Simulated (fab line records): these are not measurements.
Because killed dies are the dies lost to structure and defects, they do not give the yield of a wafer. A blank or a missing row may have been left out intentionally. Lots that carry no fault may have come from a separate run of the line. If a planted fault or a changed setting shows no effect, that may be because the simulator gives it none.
A lot that was struck, set against a sound lot | flow n5-finfet | 37 out of 1938 route steps
Sound: wafers L757.2, L757.3, L757.4. Wafers struck: L750.3, L750.4, L750.6. The cause comes at the end.
Per side, at each step with rows, come the tool, then ch with its chambers, and then its first start. Under that, the readings that differ: sound wafers | struck wafers | difference of the means | sigmas: that difference in standard deviations of wafers without a fault.
alike: readings with means less than 2 such deviations apart, plus words and numbers identical on both sides. not compared: withheld readings, readings lacking a value on some wafer, bounds such as >300 that could conceal the same value, and numbers that have no deviation in the record and whose values overlap.
The two part at a step that has a row with sigmas, a row that says differs or no value, or rows on one side only. Numbers that don't overlap but have no deviation are shown without sigmas and don't part them. A reading that every wafer of one side lacks parts them only if that side has two wafers or more.

first, 9 steps without rows for these wafers: N5_WELL_APT_COAT_02 (resist thk 950 nm); N5_WELL_APT_EBR_04; N5_WELL_APT_SOFTBAKE_03 (time 60 s); N5_WELL_APT_EXPOSE_05 (exposes mask NWELL, defocus 0 nm, target cd 200 nm); N5_WELL_APT_PEB_06 (peb time 90 s); N5_WELL_APT_DEVELOP_07 (develop time 45 s); N5_WELL_APT_HARDBAKE_12 (time 120 s); N5_WELL_APT_DESCUM_13 (chemistry O2, time 7.9 s); N5_WELL_APT_IMPLANT_14.
N5_WELL_APT_IMPLANT_15:
  struck on implanter-01, day 5 08:30; sound on implanter-02 ch 0, day 7 02:49
  no value came back on the struck wafers for beam-energy-keV, beam-on-s (s), tilt-deg (degrees); on the sound wafers beam-energy-keV reads 25.005 25.010 25.000
then, 25 steps without rows for these wafers: N5_WELL_APT_STRIP_16 (strips in SPM, time 900 s); N5_WELL_APT_HMDS_18 (time 60 s); N5_WELL_APT_COAT_19 (resist thk 950 nm); N5_WELL_APT_EBR_21; N5_WELL_APT_SOFTBAKE_20 (time 60 s); N5_WELL_APT_EXPOSE_22 (exposes mask PWELL, defocus 0 nm, target cd 200 nm); N5_WELL_APT_PEB_23 (peb time 90 s); N5_WELL_APT_DEVELOP_24 (develop time 45 s); N5_WELL_APT_HARDBAKE_29 (time 120 s); N5_WELL_APT_DESCUM_30 (chemistry O2, time 7.9 s); N5_WELL_APT_IMPLANT_31; N5_WELL_APT_IMPLANT_32; N5_WELL_APT_STRIP_33 (strips in SPM, time 900 s); N5_WELL_APT_RTA_34 (time 10 s); N5_WELL_APT_OXIDE_STRIP_42 (strips SiO2 in dHF, time 45 s, target depth 12 nm); N5_WELL_APT_PRECLEAN_36 (cleans in O3/DIW, time 45 s); N5_WELL_APT_PRECLEAN_39 (cleans in dHF, time 60 s); N5_WELL_APT_SRD_37 (time 30 s); N5_WELL_APT_EPI_41 (deposits Si from SiH4/H2, target thk 50 nm, time 297.7 s); N5_PMOS_HMC_CHANNEL_EPI_HM_DEP_34 (deposits SiO2 from TEOS/O2, target thk 36 nm, time 6.9 s); N5_PMOS_HMC_CHANNEL_EPI_COAT_31 (time 60 s, resist thk 66 nm); N5_PMOS_HMC_CHANNEL_EPI_COAT_03 (resist thk 205 nm); N5_PMOS_HMC_CHANNEL_EPI_EBR_05; N5_PMOS_HMC_CHANNEL_EPI_SOFTBAKE_04 (time 60 s); N5_PMOS_HMC_CHANNEL_EPI_EXPOSE_06 (exposes mask PMOS HMC BLK, target cd 240 nm).
-- the record jumps here: 10 days lie between the struck wafers' starts before and after (it left off in module PMOS_HMC_CHANNEL_EPI and takes up again in module BEOL_M4, whose first step shown is number 1111 of the route) --
N5_BEOL_M4_RC_MEAS_101:
  sound on prober-02 ch 0, day 17 05:15; struck on prober-01 ch 0, day 15 09:11
  reading            | sound             | struck            | difference | sigmas
  CJ_P               | 6.29 6.02 6.10    | 1.01 1.00 1.00    | -5.13      | -18
  DIBL_P (mV/V)      | 31.6 36.1 35.9    | 43.1 37.9 42.9    | +6.8       | +3
  IOFF_P (nA/um)     | 0.16 0.22 0.21    | 0.47 0.27 0.42    | +0.19      | +5
  IOFF_P_85C (nA/um) | 2.9 3.8 3.8       | 7.1 4.5 6.5       | +2.5       | +4
  IOFF_P_LIN (nA/um) | 0.084 0.103 0.105 | 0.151 0.117 0.145 | +0.040     | +3
  ION_P (uA/um)      | 450 457 470       | 488 477 477       | +22        | +3
  SS_P (mV/dec)      | 72.0 74.1 72.5    | 76.6 73.3 76.7    | +2.7       | +4
  alike: DIBL_N, IOFF_N, ION_N, SS_N, VT_N, VT_P
-- record jumps: 4 days separate the struck wafers' starts on either side; left off in module BEOL_M4, taken up again in module PASSIVATION, whose first shown step is the route's number 1936 --
N5_PASSIVATION_PROBE_49:
  the record has rows for the struck wafers here (prober-01, day 19 18:29) and none for the sound ones

WHERE THEY PART
At N5_WELL_APT_IMPLANT_15 first; at N5_PASSIVATION_PROBE_49 last (within this record only).

WHY: whatever the simulator had introduced
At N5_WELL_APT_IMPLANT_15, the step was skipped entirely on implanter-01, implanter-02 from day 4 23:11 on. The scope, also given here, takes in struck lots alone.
